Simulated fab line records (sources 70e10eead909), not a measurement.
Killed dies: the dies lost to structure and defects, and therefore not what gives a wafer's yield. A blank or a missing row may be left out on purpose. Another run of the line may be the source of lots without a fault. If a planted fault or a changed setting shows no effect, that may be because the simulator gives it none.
The tool behind it: which one?	flow nand harc	14 lots with 42 wafers sampled at 4 steps, on a route of 1302 steps

WHAT THE GAUGES SHOWED, per wafer
The record holds no reading of a measuring or inspecting step that can be judged against a usual standard deviation.

WHICH TOOL RAN EACH LOT (tool, then ch and the chambers of the sampled wafers, then the start)
lot	NHARC_A_M0_CMP_23	NHARC_A_M1_ETCH_15	NHARC_A_M1_DEGAS_29	NHARC_A_M1_PRE_CLEAN_30
L447	cmp-02 ch 1,3, day 23 16:45	rie diel-05 ch 1,2, day 23 18:57	pvd sputter-03, day 23 19:48	pvd sputter-03, no start
L448	cmp-04 ch 0,1,2, day 24 06:16	rie diel-12 ch 0,1,3, day 24 08:35	pvd sputter-03, day 24 09:26	pvd sputter-03, no start
L451	cmp-01 ch 0,1, day 24 09:17	rie diel-05 ch 0,1,3, day 24 11:24	pvd sputter-03, day 24 12:16	pvd sputter-03, no start
L453	cmp-02 ch 2,3, day 25 11:38	rie diel-08 ch 0,1,2, day 25 13:52	pvd sputter-03, day 25 14:43	pvd sputter-03, no start
L454	cmp-01 ch 0,1,2, day 26 01:00	rie diel-05 ch 0,1,3, day 26 03:13	pvd sputter-01, day 26 04:02	pvd sputter-01, no start
L455	cmp-02 ch 1,2,3, day 26 03:08	rie diel-12 ch 1,2, day 26 05:31	pvd sputter-03, day 26 06:22	pvd sputter-03, no start
L456	cmp-01 ch 1,2, day 27 00:45	rie diel-08 ch 0,1,3, day 27 03:27	pvd sputter-03, day 27 04:17	pvd sputter-03, no start
L457	cmp-04 ch 0,2,3, day 27 07:14	rie diel-08 ch 0,1,2, day 27 09:46	pvd sputter-01, day 27 10:37	pvd sputter-01, no start
L458	cmp-01 ch 1,2, day 27 08:40	rie diel-08 ch 2,3, day 27 10:44	pvd sputter-02, day 27 11:36	pvd sputter-02, no start
L461	cmp-01 ch 0,2,3, day 28 08:34	rie diel-08 ch 0,3, day 28 10:44	pvd sputter-03, day 28 11:39	pvd sputter-03, no start
L460	cmp-02 ch 0,1,2, day 28 09:34	rie diel-08 ch 1,2,3, day 28 11:49	pvd sputter-03, day 28 12:39	pvd sputter-03, no start
L459	cmp-01 ch 0,1, day 28 14:56	rie diel-05 ch 0,1,2, day 28 17:09	pvd sputter-02, day 28 18:01	pvd sputter-02, no start
L468	cmp-02 ch 1,2, day 31 21:47	rie diel-12 ch 0,1,3, day 32 00:00	pvd sputter-01, day 32 00:50	pvd sputter-01, no start
L467	cmp-04 ch 0,1,2, day 32 01:40	rie diel-12 ch 0,1,2, day 32 03:53	pvd sputter-01, day 32 04:45	pvd sputter-01, no start
- NHARC_A_M0_CMP_23: polishes, t overpolish 20 s, target thk 113.75 nm.
- NHARC_A_M1_ETCH_15: etches the open film in C4F8/Ar, target depth 182.5 nm, time 91.2 s.
- NHARC_A_M1_DEGAS_29: time 60 s.
- NHARC_A_M1_PRE_CLEAN_30: time 30 s.

AS READ BY THE TOOLS THEMSELVES (means over the sampled wafers that have a number; for cases with no such wafer, the mark the record gives instead)
NHARC_A_M0_CMP_23.
lot	tool	motor current A (A)	slurry filter dp kPa (kPa)	time to endpoint s (s)
L447	cmp-02	12.7	13.42	36
L448	cmp-04	11.9	13.40	26
L451	cmp-01	13.0	13.46	26
L453	cmp-02	13.1	13.53	32
L454	cmp-01	12.4	13.37	26
L455	cmp-02	12.4	13.53	32
L456	cmp-01	12.2	13.49	28
L457	cmp-04	12.1	13.57	31
L458	cmp-01	12.0	13.50	29
L461	cmp-01	11.7	13.50	25
L460	cmp-02	13.1	13.60	33
L459	cmp-01	12.8	13.53	26
L468	cmp-02	12.4	13.53	38
L467	cmp-04	12.2	13.42	28

NHARC_A_M1_ETCH_15.
lot	tool	chamber pressure mTorr (mTorr)	oes product au (a.u.)	rf fwd power W (W)	rf vpp V (V)
L447	rie diel-05	25.012	0.926	593.2	440.2
L448	rie diel-12	24.980	0.947	595.4	441.1
L451	rie diel-05	24.983	0.912	594.8	441.7
L453	rie diel-08	24.974	0.959	596.6	440.2
L454	rie diel-05	24.998	0.959	594.9	440.7
L455	rie diel-12	25.004	0.929	595.6	442.5
L456	rie diel-08	24.987	0.929	597.9	440.6
L457	rie diel-08	25.004	0.944	598.1	441.4
L458	rie diel-08	24.979	0.924	593.4	440.0
L461	rie diel-08	24.996	0.943	599.1	438.9
L460	rie diel-08	24.992	0.965	595.0	441.2
L459	rie diel-05	25.002	0.957	597.0	440.0
L468	rie diel-12	25.001	0.871	499.1	440.5
L467	rie diel-12	25.005	0.837	499.5	442.2

NHARC_A_M1_DEGAS_29.
lot	tool	heater power w (W)
L447	pvd sputter-03	336
L448	pvd sputter-03	345
L451	pvd sputter-03	320
L453	pvd sputter-03	314
L454	pvd sputter-01	363
L455	pvd sputter-03	340
L456	pvd sputter-03	321
L457	pvd sputter-01	333
L458	pvd sputter-02	327
L461	pvd sputter-03	329
L460	pvd sputter-03	327
L459	pvd sputter-02	316
L468	pvd sputter-01	340
L467	pvd sputter-01	358

NHARC_A_M1_PRE_CLEAN_30.
lot	tool	heater power w (W)
L447	pvd sputter-03	404
L448	pvd sputter-03	402
L451	pvd sputter-03	409
L453	pvd sputter-03	368
L454	pvd sputter-01	438
L455	pvd sputter-03	400
L456	pvd sputter-03	400
L457	pvd sputter-01	438
L458	pvd sputter-02	397
L461	pvd sputter-03	397
L460	pvd sputter-03	398
L459	pvd sputter-02	389
L468	pvd sputter-01	418
L467	pvd sputter-01	454

THE ANSWER, worked out from the rows above alone
Rule: the usual values come from the lots themselves. Put in order of their means at a reading, lots are off if they are a third of the lots or fewer, leave a main group of 4 or more, and stand apart from it by a gap of 3 or more times the standard deviation of the main group's means; of several such gaps the widest counts. Not used: any main group whose means are identical at the precision the tables above print for the reading. Also off: a lot with no number at a reading for which 4 or more lots have one. Where the step has rows for the other lots, those lots are counted as sound. Order of review: gauges by route order, followed by the tools' own readings, for which a lot's mean as printed above is used. The first step at which some lot is off is used, and at that step the reading that is off furthest; a lot without a number counts as furthest.
Off: L468, L467 (NHARC_A_M1_ETCH_15, rf fwd power W). For the main group the mean is 595.9 W and the standard deviation 1.8.
A tool fits if, at that step or a process step before it, it ran every lot that is off, and no sound lot after the first of them. One fits: rie diel-12 at NHARC_A_M1_ETCH_15. Its last sound lot is L455 (day 26 05:31), its first lot that is off L468 (day 32 00:00): a fault that began between those two fits.
The tool's own readings at NHARC_A_M1_ETCH_15 bear it out: on the lots that are off they differ by more than 5 times the standard deviation of the sound lots' means. oes product au reads 0.854 a.u. there against 0.941 a.u. on the sound lots; rf fwd power W reads 499.3 W there against 595.9 W on the sound lots.

WHAT THE SIMULATOR PUT IN
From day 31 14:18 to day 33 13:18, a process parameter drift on rie diel-12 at NHARC_A_M1_ETCH_15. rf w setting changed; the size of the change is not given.
Lots struck among those shown: L468, L467. This agrees with what the rule above found.
